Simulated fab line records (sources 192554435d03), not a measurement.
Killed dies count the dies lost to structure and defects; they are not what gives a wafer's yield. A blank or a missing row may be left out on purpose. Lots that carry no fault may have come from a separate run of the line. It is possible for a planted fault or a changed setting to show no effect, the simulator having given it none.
A lot that was struck, set against a sound lot / flow n5 finfet / 26 out of 1938 route steps
Sound: these wafers, L334.1, L334.3, L334.6. Wafers struck: L336.2, L336.3, L336.5. The cause is given at the end.
For every step that has rows: the tool of each side, followed by ch and its chambers, followed by its first start. Under that, the readings that differ: sound wafers / struck wafers / difference of the means / sigmas: that difference in standard deviations of wafers without a fault.
alike: a reading whose means differ by less than 2 such deviations, as well as words and numbers matching on both sides. not compared: withheld readings; readings where some wafer has no value; bounds like >300 that might hide an equal value; numbers whose values overlap and for which the record gives no deviation.
Wherever a step has rows on one side only, a row that says differs or no value, or a row with sigmas, the two part there. When numbers do not overlap yet have no deviation, they are printed without sigmas and do not part them. A reading missing from all wafers of one side parts the sides only when that side holds two or more wafers.

first, 11 steps without rows for these wafers: N5_BEOL_M1_DESCUM_16 (chemistry O2, time 7 s); N5_BEOL_M1_ETCH_74 (etches underlayer in N2/H2, target depth 6.5 nm, time 5.2 s); N5_BEOL_M1_ETCH_63 (etches SiARC in CF4, target depth 15.6 nm, time 26 s); N5_BEOL_M1_ETCH_64 (etches SOC in N2/H2, target depth 75 nm, overetch 15 nm, time 112.5 s); N5_BEOL_M1_STRIP_65 (strips in N2/H2); N5_BEOL_M1_STRIP_75 (strips in N2/H2); N5_BEOL_M1_STRIP_66 (strips in CF4); N5_BEOL_M1_HM_OPEN_17 (chemistry Cl2/BCl3, target TiN, target depth 20 nm, overetch 6 nm); N5_BEOL_M1_STRIP_19 (strips in O2); N5_BEOL_M1_COAT_67 (time 60 s, resist thk 60 nm); N5_BEOL_M1_COAT_68 (time 60 s, resist thk 12 nm).
N5_BEOL_M1_COAT_76: time 60 s, resist thk 5 nm.
  sound on litho track-04 ch 0, day 8 06:10; struck on litho track-04 ch 0, day 9 00:53
reading=spin speed rpm (rpm); sound=1500.9 1499.3 1499.0; struck=916.8 916.7 917.1; difference=-582.9; sigmas=-99 or more
reading=model.underlayer_of_BEOL_M1_COAT_76.thk nm (nm); sound=5 5 5; struck=6.4 6.4 6.4; difference=+1.4; sigmas=
  alike: resist line temp C
then, 7 steps without rows for these wafers: N5_BEOL_M1_COAT_22 (resist thk 30 nm); N5_BEOL_M1_EBR_24; N5_BEOL_M1_SOFTBAKE_23 (time 60 s); N5_BEOL_M1_EXPOSE_25 (exposes mask V0, defocus 5 nm, target cd 24 nm); N5_BEOL_M1_PEB_26 (peb time 60 s); N5_BEOL_M1_DEVELOP_27 (develop time 30 s); N5_BEOL_M1_DESCUM_33 (chemistry O2, time 7 s).
N5_BEOL_M1_ETCH_77: etches underlayer in N2/H2, target depth 6.5 nm, time 5.2 s.
  sound on rie diel-03 ch 1,3, day 8 06:37; struck on rie diel-03 ch 0,2, day 9 01:23
reading=drypump motor current A (A); sound=6.4 5.3 6.4; struck=5.1 5.3 5.1; difference=-0.9; sigmas=-2
reading=etch rf on time s (s); sound=4.99 5.40 4.96; struck=6.94 6.45 6.94; difference=+1.66; sigmas=+9
reading=model.CAR-EUV_of_BEOL_M1_COAT_22.thk nm (nm); sound=20.4 20.6 20.4; struck=19 18.8 19; difference=-2; sigmas=
reading=model.etch.depth nm (nm); sound=5.009 5.019 5.014; struck=6.396 6.389 6.381; difference=+1.375; sigmas=
  alike: oes product au, rf vpp V, showerhead plenum p Torr, throttle valve pct
  not compared: rf hours counter h
then, 2 steps without rows for these wafers: N5_BEOL_M1_ETCH_69 (etches SiARC in CF4, target depth 15.6 nm, time 26 s); N5_BEOL_M1_ALD_98 (deposits SiO2, target thk 2.5 nm, pulse time 1 s, co reactant pulse time 1 s).
N5_BEOL_M1_ETCHBACK_99: etches SiO2 in CHF3, target depth 5 nm, time 10.4 s.
  sound on rie diel-06 ch 0,2,3, day 8 07:23; struck on rie diel-03 ch 0,3, day 9 11:20
reading=model.CAR-EUV_of_BEOL_M1_COAT_22.thk nm (nm); sound=10.4 10.6 10.4; struck=9 8.8 9; difference=-2; sigmas=
  alike: drypump motor current A, oes product au, rf vpp V, showerhead plenum p Torr, throttle valve pct
  not compared: rf hours counter h
then, 1 step without rows for these wafers: N5_BEOL_M1_ETCH_70 (etches SOC in N2/H2, target depth 80 nm, overetch 16 nm, time 120 s).
N5_BEOL_M4_RC_MEAS_101:
  sound on prober-01 ch 0, day 10 06:32; struck on prober-02 ch 0, day 11 04:28
  alike: DIBL_N, DIBL_P, IOFF_N, IOFF_P, ION_N, ION_P, SS_N, SS_P, VT_N, VT_P
-- the record jumps here: 4 days lie between the struck wafers' starts before and after (it left off in module BEOL_M4 and takes up again in module PASSIVATION, whose first step shown is number 1936 of the route) --
N5_PASSIVATION_PROBE_49:
  sound on prober-01, day 15 01:19; struck on prober-01, day 15 07:40
  alike: defect limited yield, killed_at_M0_to_M3, killed_at_M4_up, killed at contacts, killed at front end, killed at other, killed dies, killed open, killed short, sort_bin_5_function, sort_bin_6_memory, sort_bin_8_speed, sort n pass, sort yield pct

## WHERE THEY PART
At N5_BEOL_M1_COAT_76 first; at N5_BEOL_M1_ETCH_77 last (within this record only). Later steps at which nothing parts them and some readings are alike: N5_BEOL_M1_ETCHBACK_99, N5_BEOL_M4_RC_MEAS_101, N5_PASSIVATION_PROBE_49.

WHY: what had been put in by the simulator
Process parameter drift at N5_BEOL_M1_COAT_76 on litho track-04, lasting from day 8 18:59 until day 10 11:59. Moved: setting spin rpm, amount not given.
